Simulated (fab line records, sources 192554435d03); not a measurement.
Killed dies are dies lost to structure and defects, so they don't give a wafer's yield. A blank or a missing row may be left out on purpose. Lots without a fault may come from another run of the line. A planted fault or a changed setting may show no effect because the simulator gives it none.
fab line records | flow n5_finfet
record lots=24 wafers=72 last_day=17
route steps=1938 shown BEOL_M7@1319 BEOL_M8@1334
lots that met no fault: from a run of the same line without faults
start_h: hours from the record's first day to the start of the lot's first wafer shown | wait_h: hours since the lot's step before | " the same as in the row above | L1.1+2: a row that stands for several wafers | - no value, or no start given | * or withheld: withheld | < > ~ a bound
route shown NAME@n: a module of which the file shows steps, and the number in the route of the first | usual: mean/standard deviation of fault-free wafers | same: alike in all rows | chamber/n: place in a boat | sites: the reading at each site | _std_site: their standard deviation | _edge_site: outer sites' mean less inner sites' | radius_mm: how far each site lies from the wafer's centre | mask NAME#n: copy n | behind: the tool/chamber that last shaped the wafer | hold: why the lot was held/for how many hours/how that ended | device: the transistor (n, p or np) that didn't switch | end of line: the same wafers' tests at the end of the route | a step without rows: its recipe alone | killed: dies lost to structure and defects at the first sort, not the wafer's yield | map: a wafer's dies, x killed, . not, _ none there
set.NAME: the setting as run; set.NAME@STEP: as run at that earlier step | model.NAME: the simulator's own value behind a step, which no gauge read
steps of the route over a sample of lots; a table a step, a row a wafer
services: from which hour (start_h, from the record's first day; less than 0 if before it) a tool's chamber was out of use, for how many hours, and why
## steps
# step N5_BEOL_M7_PRE_CLEAN_45
# recipe gas=H2/He time_s=30 temp_c=250
# usual heater_power_w=330/25
# columns lot.wafer tool chamber start_h wait_h heater_power_w
L074.1 pvd_sputter-01 - 191.55 0.0 313
L074.2 " - " " 357
L074.5 " - " " 326
L075.1 pvd_sputter-01 - 197.84 0.0 328
L075.2 " - " " 320
L075.3 " - " " 359
L076.1 pvd_sputter-01 - 198.00 0.0 318
L076.2 " - " " 304
L076.4 " - " " 324
L077.2 pvd_sputter-01 - 205.72 0.0 357
L077.3 " - " " 325
L077.5 " - " " 363
L078.2 pvd_sputter-01 - 213.96 0.0 315
L078.3 " - " " 317
L078.6 " - " " 353
L080.4 pvd_sputter-02 - 221.40 0.0 355
L080.5 " - " " 297
L080.6 " - " " 306
L079.1 pvd_sputter-01 - 222.63 0.0 311
L079.4 " - " " 329
L079.6 " - " " 324
L081.3 pvd_sputter-02 - 232.23 0.0 311
L081.4 " - " " 347
L081.5 " - " " 309
L082.1 pvd_sputter-02 - 239.04 0.0 311
L082.2 " - " " 321
L082.6 " - " " 306
L083.2 pvd_sputter-02 - 242.97 0.0 347
L083.4 " - " " 311
L083.6 " - " " 306
L084.1 pvd_sputter-01 - 246.04 0.0 321
L084.2 " - " " 352
L084.6 " - " " 304
L085.1 pvd_sputter-01 - 266.43 0.0 350
L085.5 " - " " 327
L085.6 " - " " 327
L087.1 pvd_sputter-01 - 275.60 0.0 318
L087.5 " - " " 361
L087.6 " - " " 327
L089.1 pvd_sputter-02 - 276.17 0.0 302
L089.3 " - " " 307
L089.4 " - " " 314
L086.1 pvd_sputter-03 - 277.84 0.0 358
L086.2 " - " " 386
L086.4 " - " " 307
L088.1 pvd_sputter-03 - 299.21 0.0 390
L088.4 " - " " 359
L088.5 " - " " 346
L090.3 pvd_sputter-02 - 303.57 0.0 351
L090.5 " - " " 306
L090.6 " - " " 350
L092.2 pvd_sputter-03 - 307.78 0.0 369
L092.4 " - " " 315
L092.6 " - " " 382
L091.1 pvd_sputter-01 - 307.92 0.0 360
L091.4 " - " " 323
L091.5 " - " " 305
L093.1 pvd_sputter-02 - 329.86 0.0 301
L093.4 " - " " 304
L093.6 " - " " 301
L094.1 pvd_sputter-02 - 334.47 0.0 310
L094.2 " - " " 300
L094.6 " - " " 309
L097.1 pvd_sputter-01 - 335.92 0.0 318
L097.2 " - " " 307
L097.3 " - " " 358
L095.3 pvd_sputter-03 - 337.31 0.0 351
L095.5 " - " " 352
L095.6 " - " " 379
L096.1 pvd_sputter-03 - 340.87 0.0 379
L096.4 " - " " 383
L096.6 " - " " 381
# step N5_BEOL_M7_CMP_52
# recipe stop_on=SiCOH_lowk t_overpolish_s=6.9 down_force_psi=1 platen_rpm=50 clearing_platen_down_force_psi=1.5 clearing_platen_rpm=50 post_cmp_clean=cu_alkaline target_thk_nm=80 clearing_platen_pad_velocity_m_s=0.99484 pad_velocity_m_s=0.99484
# usual barrier_field_endpoint_s=29.1/0.76 edge_zone_pressure_frac=1.000/0.0048 motor_current_A=6.0/0.51 overpolish_run_s=6.900/0.0094 time_to_endpoint_s=64/3
# columns lot.wafer tool chamber start_h wait_h barrier_field_endpoint_s edge_zone_pressure_frac motor_current_A overpolish_run_s time_to_endpoint_s
L074.1 cmp-03 1 193.15 0.3 28.4 0.998 6.5 6.892 63
L074.2 " 3 " " 27.7 1.002 6.0 6.924 61
L074.5 " 1 " " 29.5 1.001 6.0 6.892 66
L075.1 cmp-03 2 198.99 0.3 29.9 1.004 5.8 6.913 62
L075.2 " 0 " " 28.6 0.998 6.8 6.890 62
L075.3 " 1 " " 29.5 1.001 6.5 6.905 65
L076.1 cmp-01 2 199.27 0.3 28.1 0.997 5.5 6.898 62
L076.4 " 0 " " 29.3 0.998 5.8 6.892 65
L076.2 " 1 " " 29.2 1.013 5.3 6.902 66
L077.3 cmp-01 0 207.10 0.2 29.0 1.004 5.9 6.897 67
L077.2 " 3 " " 28.2 0.998 5.9 6.907 61
L077.5 " 0 " " 30.1 1.004 6.0 6.890 67
L078.3 cmp-03 2 216.57 0.2 29.1 0.992 5.9 6.893 62
L078.2 " 0 " " 29.1 1.001 6.4 6.896 62
L078.6 " 2 " " 29.5 0.994 5.7 6.902 63
L080.4 cmp-01 1 223.57 0.2 30.0 0.999 5.1 6.880 66
L080.6 " 3 " " 29.4 1.005 5.8 6.886 62
L080.5 " 0 " " 29.0 1.001 6.1 6.889 61
L079.1 cmp-01 3 223.83 0.3 28.6 1.002 5.5 6.911 65
L079.4 " 1 " " 30.8 0.995 5.0 6.905 70
L079.6 " 3 " " 29.7 1.002 6.2 6.897 60
L081.3 cmp-03 2 235.13 0.3 28.4 0.988 5.4 6.897 63
L081.4 " 3 " " 28.8 1.001 6.0 6.902 60
L081.5 " 1 " " 28.9 1.002 5.8 6.901 65
L082.2 cmp-03 3 242.31 0.4 28.9 1.005 6.1 6.905 61
L082.1 " 1 " " 29.8 1.001 6.2 6.906 64
L082.6 " 2 " " 29.9 0.986 5.8 6.901 63
L083.4 cmp-03 3 247.24 0.2 29.4 0.991 6.0 6.901 62
L083.2 " 2 " " 28.2 1.003 5.6 6.906 64
L083.6 " 3 " " 28.8 0.996 5.7 6.906 59
L084.2 cmp-03 1 247.54 0.3 28.9 0.998 6.0 6.907 64
L084.1 " 2 " " 28.3 0.999 5.8 6.900 64
L084.6 " 3 " " 29.2 1.000 5.6 6.905 65
L085.1 cmp-01 2 268.48 0.3 28.6 1.010 6.0 6.900 68
L085.6 " 0 " " 29.2 1.001 5.8 6.907 68
L085.5 " 1 " " 28.9 1.004 5.3 6.916 67
L087.1 cmp-03 1 276.82 0.3 29.4 0.996 6.2 6.916 67
L087.6 " 1 " " 30.2 0.992 6.0 6.912 67
L087.5 " 2 " " 29.5 1.001 5.8 6.908 65
L089.3 cmp-01 2 278.39 0.2 29.7 0.999 5.7 6.900 65
L089.1 " 0 " " 30.2 1.006 6.0 6.900 65
L089.4 " 1 " " 29.8 1.003 5.1 6.902 66
L086.1 cmp-01 0 278.93 0.3 28.8 0.994 5.7 6.872 66
L086.2 " 1 " " 30.2 1.006 5.4 6.909 70
L086.4 " 3 " " 29.1 0.999 5.7 6.898 63
L088.4 cmp-03 2 301.47 0.1 28.5 1.000 5.8 6.886 68
L088.1 " 0 " " 28.5 0.994 7.0 6.903 64
L088.5 " 2 " " 28.2 0.993 5.8 6.915 63
L090.3 cmp-03 3 304.74 0.2 28.7 0.989 5.6 6.898 63
L090.6 " 3 " " 29.3 0.999 6.0 6.886 64
L090.5 " 0 " " 29.6 1.001 6.6 6.907 63
L092.4 cmp-02 1 308.97 0.2 28.4 1.005 6.1 6.911 63
L092.2 " 2 " " 28.2 0.997 6.7 6.899 63
L092.6 " 0 " " 28.0 1.004 6.7 6.902 61
L091.4 cmp-01 1 309.18 0.1 29.6 0.996 5.2 6.888 65
L091.1 " 3 " " 27.9 1.004 5.7 6.919 61
L091.5 " 2 " " 28.4 1.000 5.8 6.890 61
L093.1 cmp-02 3 331.23 0.3 27.4 0.996 6.2 6.899 56
L093.4 " 0 " " 28.1 1.001 7.3 6.910 59
L093.6 " 0 " " 28.2 1.005 7.2 6.893 61
L094.1 cmp-02 0 336.19 0.3 28.5 0.995 7.0 6.913 61
L094.2 " 2 " " 28.4 1.001 7.1 6.896 61
L094.6 " 0 " " 30.0 0.999 7.3 6.900 64
L097.1 cmp-01 1 337.66 0.3 29.8 0.998 5.2 6.914 68
L097.3 " 2 " " 29.3 1.000 5.5 6.905 66
L097.2 " 3 " " 28.2 1.006 6.0 6.895 63
L095.3 cmp-01 1 339.16 0.2 29.5 0.998 5.3 6.905 70
L095.5 " 0 " " 30.7 1.000 6.1 6.905 72
L095.6 " 1 " " 30.2 1.005 5.2 6.892 69
L096.4 cmp-03 1 342.42 0.2 28.5 1.002 5.9 6.886 62
L096.1 " 3 " " 28.5 0.998 6.1 6.911 61
L096.6 " 0 " " 29.5 1.003 6.7 6.895 61
# step N5_BEOL_M8_THK_MEAS_01
# recipe reads=SiCOH_lowk_of_BEOL_M8_ILD_DEP_00
# usual M8_ILD_THK=155.3/1.8
# columns lot.wafer tool chamber start_h wait_h M8_ILD_THK[nm]
L074.1 film_metro-02 - 194.65 0.8 153.9
L074.2 " - " " 152.2
L074.5 " - " " 154.0
L076.1 film_metro-01 - 200.34 0.4 155.5
L076.2 " - " " 154.6
L076.4 " - " " 155.4
L075.1 film_metro-02 - 200.54 0.8 153.5
L075.2 " - " " 154.7
L075.3 " - " " 152.1
L077.2 film_metro-01 - 208.17 0.4 152.6
L077.3 " - " " 155.3
L077.5 " - " " 155.3
L078.2 film_metro-01 - 217.62 0.4 153.1
L078.3 " - " " 154.5
L078.6 " - " " 154.5
L080.4 film_metro-02 - 224.58 0.2 155.8
L080.5 " - " " 154.7
L080.6 " - " " 157.4
L079.1 film_metro-02 - 224.90 0.4 152.9
L079.4 " - " " 154.9
L079.6 " - " " 158.3
L081.3 film_metro-01 - 236.16 0.3 155.1
L081.4 " - " " 157.8
L081.5 " - " " 157.5
L082.1 film_metro-02 - 244.78 1.6 155.5
L082.2 " - " " 156.4
L082.6 " - " " 157.3
L083.2 film_metro-01 - 248.30 0.4 155.2
L083.4 " - " " 156.3
L083.6 " - " " 156.9
L084.1 film_metro-02 - 248.53 0.4 157.2
L084.2 " - " " 156.9
L084.6 " - " " 158.6
L085.1 film_metro-02 - 269.74 0.4 152.9
L085.5 " - " " 155.3
L085.6 " - " " 155.4
L087.1 film_metro-01 - 278.49 0.8 151.6
L087.5 " - " " 155.8
L087.6 " - " " 154.5
L089.1 film_metro-01 - 279.48 0.4 153.7
L089.3 " - " " 155.2
L089.4 " - " " 154.8
L086.1 film_metro-02 - 280.02 0.4 153.0
L086.2 " - " " 154.7
L086.4 " - " " 153.2
L088.1 film_metro-02 - 302.54 0.4 155.1
L088.4 " - " " 155.5
L088.5 " - " " 158.4
L090.3 film_metro-01 - 305.80 0.3 153.1
L090.5 " - " " 155.0
L090.6 " - " " 155.2
L092.2 film_metro-01 - 309.98 0.4 156.1
L092.4 " - " " 157.9
L092.6 " - " " 158.7
L091.1 film_metro-01 - 310.27 0.4 156.3
L091.4 " - " " 157.3
L091.5 " - " " 157.2
L093.1 film_metro-02 - 332.30 0.4 154.5
L093.4 " - " " 155.3
L093.6 " - " " 157.5
L094.1 film_metro-01 - 337.31 0.4 153.2
L094.2 " - " " 156.5
L094.6 " - " " 156.6
L097.1 film_metro-01 - 338.69 0.4 154.6
L097.2 " - " " 154.0
L097.3 " - " " 152.9
L095.3 film_metro-02 - 340.18 0.3 154.3
L095.5 " - " " 155.7
L095.6 " - " " 156.1
L096.1 film_metro-02 - 343.44 0.4 153.5
L096.4 " - " " 157.5
L096.6 " - " " 156.6
# step N5_BEOL_M8_ETCH_61
# recipe chemistry=CF4 target=SiARC target_depth_a=455 mask_material=CAR-ArF time_s=75.8 ion_energy_ev=80 pressure_mtorr=40 source_w=545 bias_w=36 Ar_flow_sccm=100 cf4_flow_sccm=100 ends=cleared
# usual drypump_motor_current_A=6.0/0.44 etch_rf_on_time_s=76.0/2 mfc_ar_sccm=99.99/0.26 oes_product_au=0.68/0.093 rf_vpp_V=184.1/1.1 showerhead_plenum_p_Torr=2.13/0.066 throttle_valve_pct=15.51/0.24
# columns lot.wafer tool chamber start_h wait_h drypump_motor_current_A etch_rf_on_time_s mfc_ar_sccm oes_product_au rf_hours_counter_h rf_vpp_V showerhead_plenum_p_Torr throttle_valve_pct
L074.1 rie_diel-05 1 195.60 0.0 5.0 76.7 100.40 0.60 196 185.4 2.13 15.48
L074.2 " 2 " " 5.9 76.9 100.25 0.58 245 184.5 2.03 15.84
L074.5 " 1 " " 5.0 77.1 100.05 0.60 - 182.8 2.13 15.50
L076.1 rie_diel-03 3 201.76 0.0 5.5 73.3 99.65 0.76 51 183.8 2.11 15.64
L076.2 " 0 " " 5.3 76.9 100.45 0.61 199 184.5 2.13 15.71
L076.4 " 1 " " 6.6 71.8 99.95 0.74 69 183.3 2.09 15.32
L075.1 rie_diel-05 0 201.92 0.0 5.8 76.5 100.03 0.58 243 183.7 2.02 15.57
L075.2 " 2 " " 5.9 76.3 99.86 0.58 248 182.0 2.03 15.86
L075.3 " 1 " " 5.0 77.7 99.78 0.60 199 183.4 2.13 15.49
L077.2 rie_diel-03 2 209.17 0.0 5.9 77.8 100.22 0.60 236 184.4 2.19 16.10
L077.3 " 3 " " 5.5 74.5 99.89 0.75 54 183.6 2.11 15.64
L077.5 " 1 " " 6.6 73.3 100.10 0.73 - 183.9 2.09 15.32
L078.2 rie_diel-04 1 218.81 0.0 6.1 74.1 99.67 0.59 247 184.7 2.18 15.50
L078.3 " 0 " " 6.6 78.0 100.11 0.58 218 184.4 2.20 15.46
L078.6 " 2 " " 6.4 75.1 100.24 0.60 - 183.8 2.11 15.93
L080.4 rie_diel-04 1 228.92 0.0 6.0 74.8 100.01 0.59 250 185.1 2.18 15.49
L080.5 " 3 " " 6.1 76.5 100.23 0.66 - 182.7 2.06 15.40
L080.6 " 2 " " 6.3 74.8 99.84 0.60 - 183.8 2.11 15.95
L079.1 rie_diel-05 1 229.11 0.0 5.0 77.7 100.01 0.60 211 183.7 2.12 15.54
L079.4 " 1 " " 5.0 78.0 99.81 0.60 - 183.5 2.12 15.54
L079.6 " 3 " " 6.1 77.4 99.70 0.58 - 186.1 2.19 15.50
L081.3 rie_diel-05 1 238.85 0.0 5.0 78.5 99.79 0.59 216 183.4 2.12 15.52
L081.4 " 1 " " 5.0 78.3 100.28 0.59 - 183.8 2.12 15.54
L081.5 " 3 " " 6.1 78.0 99.89 0.58 - 184.8 2.19 15.51
L082.1 rie_diel-04 2 247.49 0.0 6.4 76.0 100.08 0.59 242 184.4 2.10 15.98
L082.2 " 3 " " 6.1 76.7 99.67 0.65 148 183.0 2.06 15.42
L082.6 " 0 " " 6.6 79.0 99.70 0.58 - 184.2 2.20 15.49
L083.2 rie_diel-04 0 250.59 0.0 6.6 78.9 99.90 0.58 230 184.8 2.20 15.50
L083.4 " 2 " " 6.4 75.0 99.90 0.59 - 184.9 2.10 15.96
L083.6 " 0 " " 6.6 79.4 99.97 0.58 - 184.8 2.20 15.50
L084.1 rie_diel-04 2 252.71 0.0 6.3 75.2 100.32 0.59 244 185.6 2.10 15.99
L084.2 " 3 " " 6.1 76.4 99.83 0.65 150 184.4 2.06 15.43
L084.6 " 2 " " 6.4 75.0 99.71 0.58 - 182.7 2.10 15.98
L085.1 rie_diel-03 2 272.18 0.0 6.0 75.2 100.37 0.85 1 185.6 2.19 15.66
L085.5 " 2 " " 5.9 74.6 99.98 0.85 - 186.7 2.19 15.67
L085.6 " 3 " " 5.5 75.3 100.05 0.72 - 182.9 2.10 15.66
L087.1 rie_diel-04 3 279.64 0.0 6.1 77.1 99.92 0.65 155 185.2 2.06 15.46
L087.5 " 1 " " 6.1 74.3 99.47 0.82 - 185.0 2.18 15.02
L087.6 " 0 " " 6.5 79.2 100.04 0.57 - 185.0 2.20 15.52
L089.1 rie_diel-04 1 282.86 0.0 6.1 75.0 100.52 0.81 7 184.6 2.18 15.02
L089.3 " 3 " " 6.1 77.9 99.99 0.64 157 183.4 2.06 15.46
L089.4 " 3 " " 6.1 77.4 99.79 0.65 - 183.2 2.06 15.45
L086.1 rie_diel-05 2 283.05 0.0 5.9 73.2 99.87 0.80 24 186.0 2.27 15.43
L086.2 " 0 " " 5.8 72.1 99.88 0.83 6 185.8 2.27 15.09
L086.4 " 0 " " 5.8 72.0 100.09 0.84 - 185.3 2.27 15.08
L088.1 rie_diel-04 3 303.85 0.0 6.1 78.2 100.14 0.63 167 182.9 2.05 15.47
L088.4 " 3 " " 6.0 77.8 99.90 0.64 - 183.2 2.05 15.46
L088.5 " 0 " " 6.6 79.5 99.66 0.56 - 184.8 2.19 15.54
L090.3 rie_diel-03 0 307.82 0.0 5.4 76.9 99.34 0.58 235 182.7 2.12 15.79
L090.5 " 3 " " 5.5 74.2 100.03 0.70 - 181.9 2.10 15.72
L090.6 " 0 " " 5.3 76.4 99.63 0.59 - 184.2 2.12 15.80
L092.2 rie_diel-03 1 313.27 0.0 6.6 73.0 99.44 0.70 105 183.2 2.08 15.38
L092.4 " 0 " " 5.3 77.7 100.38 0.58 - 182.4 2.12 15.79
L092.6 " 1 " " 6.6 72.9 99.92 0.70 - 183.8 2.08 15.39
L091.1 rie_diel-04 3 313.44 0.0 6.0 77.5 99.96 0.64 171 183.4 2.05 15.48
L091.4 " 1 " " 6.1 75.1 99.81 0.78 - 184.2 2.17 15.05
L091.5 " 2 " " 6.4 74.6 99.90 0.81 - 183.9 2.10 15.50
L093.1 rie_diel-04 1 334.15 0.0 6.1 75.6 99.93 0.77 25 186.1 2.17 15.07
L093.4 " 2 " " 6.4 75.2 100.31 0.79 - 183.4 2.09 15.52
L093.6 " 1 " " 6.1 74.7 100.54 0.77 - 184.5 2.17 15.07
L094.1 rie_diel-04 2 338.03 0.0 6.4 74.6 99.71 0.78 22 184.6 2.09 15.53
L094.2 " 3 " " 6.1 78.9 99.93 0.62 177 183.1 2.05 15.50
L094.6 " 1 " " 6.1 74.1 99.74 0.77 - 184.0 2.17 15.06
L097.1 rie_diel-03 2 340.82 0.0 6.0 75.6 100.21 0.78 27 184.5 2.18 15.70
L097.2 " 1 " " 6.6 73.8 99.49 0.69 115 184.5 2.08 15.43
L097.3 " 3 " " 5.5 76.5 100.35 0.69 99 183.4 2.09 15.72
L095.3 rie_diel-05 2 341.35 0.0 5.9 72.2 100.18 0.77 48 185.2 2.27 15.48
L095.5 " 3 " " 6.1 76.5 99.99 0.78 - 185.6 2.18 15.02
L095.6 " 0 " " 5.8 73.2 100.39 0.77 - 184.7 2.26 15.13
L096.1 rie_diel-04 3 345.33 0.0 6.1 77.5 100.21 0.63 180 183.7 2.05 15.51
L096.4 " 1 " " 6.1 73.7 99.94 0.77 29 184.8 2.17 15.08
L096.6 " 0 " " 6.5 76.0 99.94 0.80 - 184.3 2.19 15.07
# step N5_BEOL_M8_CD_MEAS_28
# recipe target_cd_nm=40 landing_energy_ev=500 detector=se_inlens
# usual cd_nm=40.03/0.22
# columns lot.wafer tool chamber start_h wait_h cd_nm
L074.1 cd_sem-02 0 196.47 - 40.11
L074.2 " 0 " " 40.51
L074.5 " 0 " " 40.07
L076.1 cd_sem-03 0 204.93 - 40.61
L076.2 " 0 " " 40.30
L076.4 " 0 " " 40.13
L075.1 cd_sem-03 0 205.01 - 40.15
L075.2 " 0 " " 39.73
L075.3 " 0 " " 40.22
L077.2 cd_sem-03 0 210.24 - 40.41
L077.3 " 0 " " 40.20
L077.5 " 0 " " 40.46
L078.2 cd_sem-03 0 219.78 - 39.80
L078.3 " 0 " " 39.88
L078.6 " 0 " " 40.11
L079.1 cd_sem-02 0 230.94 - 40.11
L079.4 " 0 " " 39.60
L079.6 " 0 " " 40.02
L080.4 cd_sem-02 0 231.11 - 40.27
L080.5 " 0 " " 39.99
L080.6 " 0 " " 40.11
L081.3 cd_sem-02 0 241.28 - 40.10
L081.4 " 0 " " 40.18
L081.5 " 0 " " 40.18
L082.1 cd_sem-02 0 251.88 - 39.62
L082.2 " 0 " " 40.18
L082.6 " 0 " " 39.98
L083.2 cd_sem-02 0 252.14 - 40.14
L083.4 " 0 " " 40.13
L083.6 " 0 " " 40.01
L084.1 cd_sem-03 0 253.62 - 40.26
L084.2 " 0 " " 40.17
L084.6 " 0 " " 39.65
L085.1 cd_sem-03 0 274.53 - 39.96
L085.5 " 0 " " 40.44
L085.6 " 0 " " 40.03
L087.1 cd_sem-02 0 281.14 - 39.92
L087.5 " 0 " " 40.25
L087.6 " 0 " " 40.08
L089.1 cd_sem-02 0 285.25 - 40.26
L089.3 " 0 " " 40.20
L089.4 " 0 " " 40.14
L086.1 cd_sem-02 0 285.42 - 40.12
L086.2 " 0 " " 40.15
L086.4 " 0 " " 39.64
L088.1 cd_sem-03 0 306.00 - 40.14
L088.4 " 0 " " 40.10
L088.5 " 0 " " 40.22
L090.3 cd_sem-01 0 311.63 - 39.97
L090.5 " 0 " " 40.10
L090.6 " 0 " " 40.09
L091.1 cd_sem-01 0 315.48 - 40.17
L091.4 " 0 " " 40.02
L091.5 " 0 " " 39.82
L092.2 cd_sem-02 0 315.65 - 40.28
L092.4 " 0 " " 40.20
L092.6 " 0 " " 40.29
L093.1 cd_sem-02 0 334.94 - 39.59
L093.4 " 0 " " 39.49
L093.6 " 0 " " 39.77
L094.1 cd_sem-03 0 339.06 - 39.70
L094.2 " 0 " " 39.83
L094.6 " 0 " " 40.01
L097.1 cd_sem-03 0 343.81 - 39.81
L097.2 " 0 " " 39.84
L097.3 " 0 " " 39.50
L095.3 cd_sem-01 0 343.98 - 40.19
L095.5 " 0 " " 40.18
L095.6 " 0 " " 39.73
L096.1 cd_sem-02 0 346.44 - 40.07
L096.4 " 0 " " 39.68
L096.6 " 0 " " 40.07
# step N5_BEOL_M8_TRENCH_ETCH_37
# recipe chemistry=C4F6/O2 target_depth_a=934.78 target=SiCOH_lowk time_s=31.2 ion_energy_ev=250 pressure_mtorr=30 source_w=345 bias_w=185 Ar_flow_sccm=300 C4F6_flow_sccm=10 O2_flow_sccm=10
# usual drypump_motor_current_A=6.0/0.44 mfc_ar_sccm=300.0/0.83 oes_product_au=0.80/0.1 rf_vpp_V=661/11 showerhead_plenum_p_Torr=2.85/0.088 throttle_valve_pct=20.83/0.28
# columns lot.wafer tool chamber start_h wait_h drypump_motor_current_A mfc_ar_sccm oes_product_au rf_hours_counter_h rf_vpp_V showerhead_plenum_p_Torr throttle_valve_pct
L074.1 rie_diel-04 3 - - 6.1 299.7 0.78 128 681 2.75 20.72
L074.2 " 2 " " 6.4 300.7 0.69 223 653 2.79 21.12
L074.5 " 2 " " 6.4 300.5 0.69 - 651 2.79 21.13
L076.1 rie_diel-05 2 - - 6.0 300.3 0.68 249 654 2.68 21.02
L076.2 " 3 " " 6.1 301.6 0.70 235 642 2.92 20.73
L076.4 " 0 " " 5.9 300.3 0.69 244 645 2.68 20.72
L075.1 rie_diel-04 2 - - 6.4 299.9 0.69 226 650 2.79 21.13
L075.2 " 0 " " 6.6 300.7 0.69 212 676 2.93 20.69
L075.3 " 1 " " 6.1 300.3 0.68 242 661 2.91 20.67
L077.2 rie_diel-04 2 - - 6.4 302.0 0.69 228 652 2.79 21.12
L077.3 " 1 " " 6.1 299.5 0.68 245 662 2.91 20.67
L077.5 " 3 " " 6.1 299.5 0.78 - 684 2.75 20.72
L078.2 rie_diel-05 0 - - 5.9 299.9 0.66 252 646 2.68 20.72
L078.3 " 3 " " 6.2 299.2 0.68 241 644 2.92 20.71
L078.6 " 1 " " 5.0 298.9 0.70 - 648 2.82 20.72
L079.1 rie_diel-03 0 - - 5.3 299.1 0.69 210 663 2.83 21.03
L079.4 " 2 " " 6.0 301.1 0.69 243 664 2.92 21.50
L079.6 " 2 " " 6.0 299.7 0.69 - 665 2.92 21.49
L080.4 rie_diel-03 2 - - 6.0 299.4 0.71 243 668 2.92 21.49
L080.5 " 3 " " 5.5 298.3 0.87 - 672 2.79 21.02
L080.6 " 2 " " 6.0 299.4 0.70 - 666 2.92 21.49
L081.3 rie_diel-03 1 - - 6.6 300.5 0.84 82 656 2.77 20.67
L081.4 " 0 " " 5.4 301.4 0.70 213 661 2.83 21.07
L081.5 " 1 " " 6.6 300.5 0.84 - 657 2.77 20.65
L082.1 rie_diel-03 1 - - 6.6 300.4 0.83 82 656 2.77 20.66
L082.2 " 2 " " 6.0 298.8 0.69 250 667 2.92 21.50
L082.6 " 1 " " 6.6 299.3 0.83 - 655 2.77 20.64
L083.2 rie_diel-04 0 - - 6.6 299.7 0.67 231 675 2.92 20.71
L083.4 " 2 " " 6.3 299.1 0.67 - 653 2.78 21.16
L083.6 " 0 " " 6.5 300.2 0.67 - 676 2.92 20.70
L084.1 rie_diel-04 3 - - 6.1 299.3 0.76 150 683 2.74 20.76
L084.2 " 0 " " 6.6 299.7 0.68 232 675 2.92 20.72
L084.6 " 0 " " 6.6 298.6 0.67 - 676 2.92 20.72
L085.1 rie_diel-03 0 - - 5.3 297.9 0.69 225 661 2.82 21.06
L085.5 " 1 " " 6.6 299.5 0.82 - 657 2.77 20.67
L085.6 " 2 " " 5.9 299.8 0.99 - 666 2.92 21.19
L087.1 rie_diel-03 3 - - 5.5 301.0 0.85 78 669 2.79 21.04
L087.5 " 2 " " 6.0 301.3 0.97 - 667 2.92 21.19
L087.6 " 3 " " 5.5 299.8 0.84 - 670 2.79 21.05
L089.1 rie_diel-05 2 - - 6.0 299.7 0.93 26 667 3.01 20.75
L089.3 " 0 " " 5.9 299.5 0.94 8 656 3.01 20.37
L089.4 " 2 " " 6.0 300.8 0.93 - 668 3.01 20.74
L086.1 rie_diel-03 0 - - 5.4 300.0 0.69 228 661 2.82 21.05
L086.2 " 1 " " 6.6 300.8 0.82 95 656 2.77 20.67
L086.4 " 2 " " 6.0 299.2 0.98 5 667 2.92 21.19
L088.1 rie_diel-05 2 - - 5.9 300.3 0.92 34 666 3.00 20.75
L088.4 " 3 " " 6.2 303.5 0.95 2 642 2.91 20.31
L088.5 " 2 " " 5.9 299.3 0.92 - 667 3.00 20.75
L090.3 rie_diel-03 1 - - 6.6 299.7 0.81 104 655 2.76 20.70
L090.5 " 1 " " 6.6 300.1 0.81 - 657 2.76 20.69
L090.6 " 2 " " 6.0 301.7 0.94 - 666 2.91 21.21
L091.1 rie_diel-04 1 - - 6.1 301.0 0.91 17 662 2.90 20.39
L091.4 " 2 " " 6.3 300.3 0.94 - 653 2.78 20.80
L091.5 " 1 " " 6.1 300.9 0.91 - 663 2.90 20.39
L092.2 rie_diel-03 2 - - 6.0 299.7 0.94 16 668 2.91 21.19
L092.4 " 1 " " 6.6 301.0 0.80 105 656 2.76 20.69
L092.6 " 0 " " 5.3 300.3 0.68 - 660 2.82 21.06
L093.1 rie_diel-03 2 - - 6.0 300.2 0.91 24 667 2.91 21.21
L093.4 " 3 " " 5.5 299.0 0.81 - 670 2.78 21.06
L093.6 " 1 " " 6.6 300.4 0.80 - 655 2.76 20.71
L094.1 rie_diel-05 2 - - 6.0 298.5 0.90 47 664 3.00 20.78
L094.2 " 0 " " 5.9 299.7 0.89 29 655 3.00 20.41
L094.6 " 3 " " 6.2 299.1 0.90 - 642 2.90 20.34
L097.1 rie_diel-04 0 - - 6.6 299.7 0.93 5 674 2.91 20.43
L097.2 " 2 " " 6.4 298.9 0.91 24 651 2.77 20.82
L097.3 " 3 " " 6.1 300.1 0.74 180 681 2.73 20.80
L095.3 rie_diel-05 0 - - 5.9 300.2 0.90 31 655 3.00 20.41
L095.5 " 0 " " 5.9 299.6 0.89 - 655 3.00 20.42
L095.6 " 3 " " 6.2 300.7 0.89 - 643 2.90 20.32
L096.1 rie_diel-05 3 - - 6.2 301.2 0.88 18 643 2.90 20.32
L096.4 " 2 " " 5.9 299.6 0.89 51 666 3.00 20.77
L096.6 " 2 " " 5.9 299.0 0.89 - 667 3.00 20.75
## services
# columns tool chamber start_h hours kind
rie_diel-05 - 172.74 15.6 pm
cmp-02 - 216.64 14.7 repair
rie_diel-04 - 223.43 2.3 repair
cmp-01 - 225.54 12.0 repair
rie_diel-04 1 231.41 - clean
rie_diel-04 1 231.41 - consumable_replace:focus_ring
rie_diel-04 1 231.41 34.0 scheduled_down
rie_diel-04 1 231.41 34.0 vent_cycle
pvd_sputter-03 - 235.09 39.9 repair
rie_diel-03 1 242.80 8.4 repair
cmp-02 - 248.48 4.0 pm
rie_diel-04 3 254.77 12.9 repair
cmp-03 - 255.72 0.7 repair
cmp-02 - 259.60 0.7 repair
rie_diel-04 2 268.27 - clean
cmp-03 - 284.42 4.0 pm
cmp-03 - 289.44 0.2 repair
cmp-01 - 295.21 4.1 pm
rie_diel-03 3 308.90 6.4 repair
rie_diel-04 3 323.50 7.8 repair
cmp-03 - 324.48 4.0 pm
cmp-01 - 324.88 0.4 repair
rie_diel-04 0 329.44 10.8 repair
rie_diel-03 0 331.16 12.6 repair
## key
fault none
